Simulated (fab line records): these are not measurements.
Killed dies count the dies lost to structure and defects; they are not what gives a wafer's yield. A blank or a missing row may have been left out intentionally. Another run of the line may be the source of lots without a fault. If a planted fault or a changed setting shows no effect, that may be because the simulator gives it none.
Struck lot and sound lot, side by side | flow nand harc | 14 steps out of a route of 1302
Sound: these wafers, L954.1, L954.3, L954.6. Struck: wafer L949.2; the same lot's L949.4 was not struck, so it is left out; see the end for the cause.
Per side, at each step with rows, come the tool, then ch with its chambers, and then its first start. Under that, the readings that differ: sound wafers | struck wafers | difference of the means | sigmas: that difference in standard deviations of wafers without a fault.
alike: readings with means less than 2 such deviations apart, plus words and numbers identical on both sides. not compared: withheld readings, readings lacking a value on some wafer, bounds such as >300 that could conceal the same value, and numbers that have no deviation in the record and whose values overlap.
The two part at a step that has a row with sigmas, a row that says differs or no value, or rows on one side only. Numbers that don't overlap but have no deviation are shown without sigmas and don't part them. A reading missing from all wafers of one side parts the sides only when that side holds two or more wafers.

first, 10 steps without rows for these wafers: NHARC_A_STAIRCASE_SRD_241; NHARC_A_STAIRCASE_DEHYDRATE_242 (time 120 s); NHARC_A_STAIRCASE_HMDS_243 (time 30 s); NHARC_A_STAIRCASE_COAT_244; NHARC_A_STAIRCASE_SOFTBAKE_245 (time 170 s); NHARC_A_STAIRCASE_EBR_246; NHARC_A_STAIRCASE_EXPOSE_247 (exposes mask SDS 1); NHARC_A_STAIRCASE_PEB_248 (peb time 130 s); NHARC_A_STAIRCASE_DEVELOP_249 (time 140 s); NHARC_A_STAIRCASE_HARDBAKE_251 (time 140 s).
NHARC_A_STAIRCASE_DESCUM_252: chemistry O2, time 3 s.
  sound on rie diel-11 ch 1,2,3, day 23 03:22; struck on rie diel-02 ch 0, day 20 17:37
  alike: drypump motor current A, oes product au, rf vpp V, showerhead plenum p Torr, throttle valve pct
  not compared: rf hours counter h
NHARC_A_STAIRCASE_ETCH_253: etches the open film in C4F8/O2, target depth 50 nm, time 20.2 s.
  sound on rie diel-11 ch 0,1,2, day 23 03:37; struck on rie diel-02 ch 1, day 20 17:42
  reading          | sound          | struck | difference | sigmas
  run length s (s) | 42.0 41.7 41.7 | 44.6   | +2.8       | +6
  alike: oes product au, rf vpp V
  not compared: rf hours counter h
NHARC_A_STAIRCASE_STRIP_254: strips in O2.
  sound on plasma asher-01 ch 0,1, day 23 03:45; struck on plasma asher-01 ch 1, day 20 18:22
  alike: drypump motor current A, heater power w
  not compared: rf hours counter h
then, 1 step without rows for these wafers: NHARC_END_SORT_01.

## WHERE THEY PART
NHARC_A_STAIRCASE_ETCH_253 only, going by this record. Later steps at which nothing parts them and some readings are alike: NHARC_A_STAIRCASE_STRIP_254.

WHY: what had been put in by the simulator
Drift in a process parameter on rie diel-02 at NHARC_A_STAIRCASE_ETCH_253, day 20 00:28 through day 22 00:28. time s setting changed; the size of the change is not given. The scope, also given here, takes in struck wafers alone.
